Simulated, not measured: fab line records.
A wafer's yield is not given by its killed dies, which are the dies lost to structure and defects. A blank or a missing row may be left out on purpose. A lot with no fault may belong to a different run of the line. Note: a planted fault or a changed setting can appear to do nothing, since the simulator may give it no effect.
Which tool did it? || flow nand-harc || Sampling: 14 lots, 38 wafers, 6 of 1302 route steps

== WHAT EACH GAUGE READ, for each wafer ==
NHARC_A_ZERO_WELL_CD_MEAS_10: target cd 2000 nm. Usual: cd-nm 2000.0 nm, standard deviation 1.7.
{"lot": "L205", "measured": "day 6 14:11", "on": "cd-sem-01", "cd-nm (nm)": "2001.4 1998.6 1999.1", "flag": ""}
{"lot": "L206", "measured": "day 7 05:43", "on": "cd-sem-01", "cd-nm (nm)": "1998.5 2000.4 2001.1", "flag": ""}
{"lot": "L207", "measured": "day 7 09:32", "on": "cd-sem-02", "cd-nm (nm)": "1998.8 2000.6 1998.3", "flag": ""}
{"lot": "L209", "measured": "day 8 09:37", "on": "cd-sem-02", "cd-nm (nm)": "1999.0 1996.6 2000.9", "flag": ""}
{"lot": "L210", "measured": "day 9 03:42", "on": "cd-sem-03", "cd-nm (nm)": "2002.9 2002.8 2002.4", "flag": ""}
{"lot": "L211", "measured": "day 9 06:28", "on": "cd-sem-02", "cd-nm (nm)": "2002.2 1999.8 2003.3", "flag": ""}
{"lot": "L212", "measured": "day 10 00:15", "on": "cd-sem-02", "cd-nm (nm)": "2002.0 1998.6 2003.5", "flag": ""}
{"lot": "L213", "measured": "day 10 01:25", "on": "cd-sem-01", "cd-nm (nm)": "1997.6 1995.9 2001.1", "flag": ""}
{"lot": "L214", "measured": "day 10 07:20", "on": "cd-sem-03", "cd-nm (nm)": "2003.2 2002.1 1997.4", "flag": ""}
{"lot": "L218", "measured": "day 12 19:09", "on": "cd-sem-03", "cd-nm (nm)": "1996.9 2001.2 1998.5", "flag": ""}
{"lot": "L220", "measured": "day 12 20:04", "on": "cd-sem-02", "cd-nm (nm)": 2002.4, "flag": ""}
{"lot": "L219", "measured": "day 12 21:55", "on": "cd-sem-01", "cd-nm (nm)": 2000.1, "flag": ""}
{"lot": "L227", "measured": "day 15 21:08", "on": "cd-sem-03", "cd-nm (nm)": "1999.8 1996.9 2000.4", "flag": ""}
{"lot": "L228", "measured": "day 16 08:57", "on": "cd-sem-03", "cd-nm (nm)": "2002.0 1999.2 2001.4", "flag": ""}

NHARC_A_ONON_D1_THK_MEAS_08: measures by ellipsometry. Usual: thk-nm 997 nm, standard deviation 8.5.
{"lot": "L205", "measured": "day 7 13:31", "on": "film-metro-01", "thk-nm (nm)": "997 1000 998", "flag": ""}
{"lot": "L206", "measured": "day 8 05:02", "on": "film-metro-01", "thk-nm (nm)": "995 994 994", "flag": ""}
{"lot": "L207", "measured": "day 8 08:53", "on": "film-metro-02", "thk-nm (nm)": "997 997 999", "flag": ""}
{"lot": "L209", "measured": "day 9 09:07", "on": "film-metro-02", "thk-nm (nm)": "987 988 986", "flag": ""}
{"lot": "L210", "measured": "day 10 02:19", "on": "film-metro-02", "thk-nm (nm)": "990 989 987", "flag": ""}
{"lot": "L211", "measured": "day 10 08:14", "on": "film-metro-01", "thk-nm (nm)": "1001 1000 999", "flag": ""}
{"lot": "L212", "measured": "day 11 00:56", "on": "film-metro-01", "thk-nm (nm)": "1012 1012 1013", "flag": ""}
{"lot": "L213", "measured": "day 11 01:10", "on": "film-metro-02", "thk-nm (nm)": "1003 1004 1003", "flag": ""}
{"lot": "L214", "measured": "day 11 06:29", "on": "film-metro-01", "thk-nm (nm)": "994 995 993", "flag": ""}
{"lot": "L218", "measured": "day 13 18:14", "on": "film-metro-02", "thk-nm (nm)": "1005 1005 1007", "flag": ""}
{"lot": "L220", "measured": "day 13 18:14", "on": "film-metro-01", "thk-nm (nm)": 999, "flag": ""}
{"lot": "L219", "measured": "day 13 21:59", "on": "film-metro-01", "thk-nm (nm)": 1001, "flag": ""}
{"lot": "L227", "measured": "day 16 23:43", "on": "film-metro-01", "thk-nm (nm)": "1000 998 997", "flag": ""}
{"lot": "L228", "measured": "day 17 11:16", "on": "film-metro-02", "thk-nm (nm)": "983 985 983", "flag": ""}

NHARC_A_ONON_D1_THK_MEAS_18: measures by ellipsometry. Usual: thk-nm 998 nm, standard deviation 11.
{"lot": "L205", "measured": "day 7 22:25", "on": "film-metro-01", "thk-nm (nm)": "982 982 983", "flag": ""}
{"lot": "L206", "measured": "day 8 14:46", "on": "film-metro-01", "thk-nm (nm)": "993 993 995", "flag": ""}
{"lot": "L207", "measured": "day 8 14:46", "on": "film-metro-02", "thk-nm (nm)": "997 996 996", "flag": ""}
{"lot": "L209", "measured": "day 9 18:06", "on": "film-metro-01", "thk-nm (nm)": "999 999 999", "flag": ""}
{"lot": "L210", "measured": "day 10 12:01", "on": "film-metro-02", "thk-nm (nm)": "999 998 1000", "flag": ""}
{"lot": "L211", "measured": "day 10 20:11", "on": "film-metro-02", "thk-nm (nm)": "986 986 987", "flag": ""}
{"lot": "L212", "measured": "day 11 10:01", "on": "film-metro-02", "thk-nm (nm)": "1006 1004 1006", "flag": ""}
{"lot": "L213", "measured": "day 11 10:02", "on": "film-metro-01", "thk-nm (nm)": "1015 1015 1013", "flag": ""}
{"lot": "L214", "measured": "day 11 16:32", "on": "film-metro-01", "thk-nm (nm)": "997 997 998", "flag": ""}
{"lot": "L218", "measured": "day 14 07:16", "on": "film-metro-01", "thk-nm (nm)": "1004 1005 1005", "flag": ""}
{"lot": "L220", "measured": "day 14 07:16", "on": "film-metro-02", "thk-nm (nm)": "1557 1557", "flag": "OFF"}
{"lot": "L219", "measured": "day 14 07:38", "on": "film-metro-02", "thk-nm (nm)": "1532 1532", "flag": "OFF"}
{"lot": "L227", "measured": "day 17 09:09", "on": "film-metro-02", "thk-nm (nm)": "997 998 996", "flag": ""}
{"lot": "L228", "measured": "day 17 23:44", "on": "film-metro-02", "thk-nm (nm)": "1006 1006 1005", "flag": ""}

NHARC_END_SORT_01. Usual: killed-at-array 53, standard deviation 19; killed-at-other 0.7, standard deviation 1.1; killed-at-periphery 4.2, standard deviation 2.7; killed-dies 58, standard deviation 18; killed-open 3.1, standard deviation 1.9; killed-short 2.5, standard deviation 1.6.
{"lot": "L209", "measured": "day 25 20:16", "on": "prober-01", "killed-at-array": "40 51 49", "killed-at-other": "0 0 0", "killed-at-periphery": "4 1 5", "killed-dies": "44 52 54", "killed-open": "4 3 4", "killed-short": "3 2 3", "flag": ""}
{"lot": "L220", "measured": "day 29 22:29", "on": "prober-01", "killed-at-array": 670, "killed-at-other": 0, "killed-at-periphery": 7, "killed-dies": 677, "killed-open": 3, "killed-short": 4, "flag": "OFF"}
{"lot": "L219", "measured": "day 29 22:31", "on": "prober-02", "killed-at-array": 676, "killed-at-other": 1, "killed-at-periphery": 0, "killed-dies": 677, "killed-open": 3, "killed-short": 2, "flag": "OFF"}

== WHAT TOOL EACH LOT RAN ON (gives the tool, then ch and the chambers of the sampled wafers, and finally the start) ==
{"lot": "L205", "NHARC_P_BONDPAD_ACTIVATE_29": "rie-diel-10 ch 2,3, day 6 13:04", "NHARC_A_ONON_D1_DEP_16": "pecvd-onon-01 ch 0, day 7 21:57"}
{"lot": "L206", "NHARC_P_BONDPAD_ACTIVATE_29": "rie-diel-10 ch 1,2,3, day 7 04:28", "NHARC_A_ONON_D1_DEP_16": "pecvd-onon-01 ch 0, day 8 14:15"}
{"lot": "L207", "NHARC_P_BONDPAD_ACTIVATE_29": "rie-diel-09 ch 0,1, day 7 08:17", "NHARC_A_ONON_D1_DEP_16": "pecvd-onon-02 ch 0, day 8 14:19"}
{"lot": "L209", "NHARC_P_BONDPAD_ACTIVATE_29": "rie-diel-08 ch 1,2,3, day 8 08:19", "NHARC_A_ONON_D1_DEP_16": "pecvd-onon-01 ch 0, day 9 17:35"}
{"lot": "L210", "NHARC_P_BONDPAD_ACTIVATE_29": "rie-diel-10 ch 0,3, day 9 02:28", "NHARC_A_ONON_D1_DEP_16": "pecvd-onon-02 ch 0, day 10 11:34"}
{"lot": "L211", "NHARC_P_BONDPAD_ACTIVATE_29": "rie-diel-09 ch 0,3, day 9 05:14", "NHARC_A_ONON_D1_DEP_16": "pecvd-onon-01 ch 0, day 10 19:40"}
{"lot": "L212", "NHARC_P_BONDPAD_ACTIVATE_29": "rie-diel-08 ch 0,1,3, day 9 23:09", "NHARC_A_ONON_D1_DEP_16": "pecvd-onon-01 ch 0, day 11 09:31"}
{"lot": "L213", "NHARC_P_BONDPAD_ACTIVATE_29": "rie-diel-08 ch 0,1, day 10 00:18", "NHARC_A_ONON_D1_DEP_16": "pecvd-onon-02 ch 0, day 11 09:35"}
{"lot": "L214", "NHARC_P_BONDPAD_ACTIVATE_29": "rie-diel-10 ch 0,1,3, day 10 06:05", "NHARC_A_ONON_D1_DEP_16": "pecvd-onon-01 ch 0, day 11 16:01"}
{"lot": "L218", "NHARC_P_BONDPAD_ACTIVATE_29": "rie-diel-10 ch 0,1,2, day 12 17:54", "NHARC_A_ONON_D1_DEP_16": "pecvd-onon-01 ch 0, day 14 06:52"}
{"lot": "L220", "NHARC_P_BONDPAD_ACTIVATE_29": "rie-diel-10 ch 2, day 12 18:50", "NHARC_A_ONON_D1_DEP_16": "pecvd-onon-02 ch 0, day 14 06:59"}
{"lot": "L219", "NHARC_P_BONDPAD_ACTIVATE_29": "rie-diel-09 ch 1, day 12 20:49", "NHARC_A_ONON_D1_DEP_16": "pecvd-onon-02 ch 0, day 14 07:20"}
{"lot": "L227", "NHARC_P_BONDPAD_ACTIVATE_29": "rie-diel-09 ch 0,2,3, day 15 19:52", "NHARC_A_ONON_D1_DEP_16": "pecvd-onon-01 ch 0, day 17 08:41"}
{"lot": "L228", "NHARC_P_BONDPAD_ACTIVATE_29": "rie-diel-08 ch 1,2, day 16 07:50", "NHARC_A_ONON_D1_DEP_16": "pecvd-onon-01 ch 0, day 17 23:20"}
- NHARC_P_BONDPAD_ACTIVATE_29: chemistry N2, time 60 s.
- NHARC_A_ONON_D1_DEP_16: target thk 1000 nm.

== AS READ BY THE TOOLS THEMSELVES (means over the sampled wafers that have a number; for cases with no such wafer, the mark the record gives instead) ==
NHARC_P_BONDPAD_ACTIVATE_29. Usual: drypump-motor-current-A 5.5 A, standard deviation 0.4; oes-product-au 0.997 a.u., standard deviation 0.013; rf-vpp-V 64.3 V, standard deviation 0.94; showerhead-plenum-p-Torr 1.80 Torr, standard deviation 0.087.
{"lot": "L205", "tool": "rie-diel-10", "drypump-motor-current-A (A)": 5.2, "oes-product-au (a.u.)": 1.001, "rf-vpp-V (V)": 64.3, "showerhead-plenum-p-Torr (Torr)": 1.75, "flag": ""}
{"lot": "L206", "tool": "rie-diel-10", "drypump-motor-current-A (A)": 5.4, "oes-product-au (a.u.)": 0.989, "rf-vpp-V (V)": 63.5, "showerhead-plenum-p-Torr (Torr)": 1.78, "flag": ""}
{"lot": "L207", "tool": "rie-diel-09", "drypump-motor-current-A (A)": 5.7, "oes-product-au (a.u.)": 0.997, "rf-vpp-V (V)": 64.6, "showerhead-plenum-p-Torr (Torr)": 1.73, "flag": ""}
{"lot": "L209", "tool": "rie-diel-08", "drypump-motor-current-A (A)": 5.4, "oes-product-au (a.u.)": 1.006, "rf-vpp-V (V)": 64.4, "showerhead-plenum-p-Torr (Torr)": 1.85, "flag": ""}
{"lot": "L210", "tool": "rie-diel-10", "drypump-motor-current-A (A)": 5.6, "oes-product-au (a.u.)": 0.999, "rf-vpp-V (V)": 63.9, "showerhead-plenum-p-Torr (Torr)": 1.75, "flag": ""}
{"lot": "L211", "tool": "rie-diel-09", "drypump-motor-current-A (A)": 6.1, "oes-product-au (a.u.)": 0.989, "rf-vpp-V (V)": 63.9, "showerhead-plenum-p-Torr (Torr)": 1.73, "flag": ""}
{"lot": "L212", "tool": "rie-diel-08", "drypump-motor-current-A (A)": 5.4, "oes-product-au (a.u.)": 1.011, "rf-vpp-V (V)": 63.7, "showerhead-plenum-p-Torr (Torr)": 1.78, "flag": ""}
{"lot": "L213", "tool": "rie-diel-08", "drypump-motor-current-A (A)": 5.6, "oes-product-au (a.u.)": 1.009, "rf-vpp-V (V)": 64.5, "showerhead-plenum-p-Torr (Torr)": 1.77, "flag": ""}
{"lot": "L214", "tool": "rie-diel-10", "drypump-motor-current-A (A)": 5.6, "oes-product-au (a.u.)": 0.999, "rf-vpp-V (V)": 63.9, "showerhead-plenum-p-Torr (Torr)": 1.81, "flag": ""}
{"lot": "L218", "tool": "rie-diel-10", "drypump-motor-current-A (A)": 5.4, "oes-product-au (a.u.)": 1.000, "rf-vpp-V (V)": 64.9, "showerhead-plenum-p-Torr (Torr)": 1.85, "flag": ""}
{"lot": "L220", "tool": "rie-diel-10", "drypump-motor-current-A (A)": 5.0, "oes-product-au (a.u.)": 0.978, "rf-vpp-V (V)": 64.6, "showerhead-plenum-p-Torr (Torr)": 1.79, "flag": ""}
{"lot": "L219", "tool": "rie-diel-09", "drypump-motor-current-A (A)": 5.2, "oes-product-au (a.u.)": 1.000, "rf-vpp-V (V)": 64.6, "showerhead-plenum-p-Torr (Torr)": 1.81, "flag": ""}
{"lot": "L227", "tool": "rie-diel-09", "drypump-motor-current-A (A)": 6.0, "oes-product-au (a.u.)": 1.004, "rf-vpp-V (V)": 63.7, "showerhead-plenum-p-Torr (Torr)": 1.72, "flag": ""}
{"lot": "L228", "tool": "rie-diel-08", "drypump-motor-current-A (A)": 5.6, "oes-product-au (a.u.)": 1.014, "rf-vpp-V (V)": 65.0, "showerhead-plenum-p-Torr (Torr)": 1.90, "flag": ""}

== THE ANSWER, worked out from the rows above alone ==
Rule: lot off if the mean of its wafers having a number is beyond 3 standard deviations from the usual mean. Also off: a lot with no number at a reading for which 4 or more lots have one. The other lots that the step has rows for count as sound. The gauges are gone through in route order, then the tools' own readings, and for those a lot's mean is taken as printed above. At the first step where some lot is off, the reading lying furthest off is the one used; lots without a number count as furthest.
Off: L220, L219 (NHARC_A_ONON_D1_THK_MEAS_18, thk-nm).
A tool fits if, at a process step before that reading, it ran every lot that is off, and no sound lot after the first of them. Not tried: the gauges at NHARC_A_ONON_D1_THK_MEAS_18; whatever is off there is also off at NHARC_END_SORT_01, on other tools, and gauge error can't account for it. One fits: NHARC_A_ONON_D1_DEP_16 on pecvd-onon-02. Its last sound lot is L213 (day 11 09:35), its first lot that is off L220 (day 14 06:59): a fault that began between those two fits.

== WHAT THE SIMULATOR HAD PUT IN ==
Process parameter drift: pecvd-onon-02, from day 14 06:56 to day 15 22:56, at NHARC_A_ONON_D1_DEP_16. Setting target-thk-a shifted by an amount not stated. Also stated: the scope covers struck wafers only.
Shown lots that were struck: L220, L219. Same finding as the rule above.
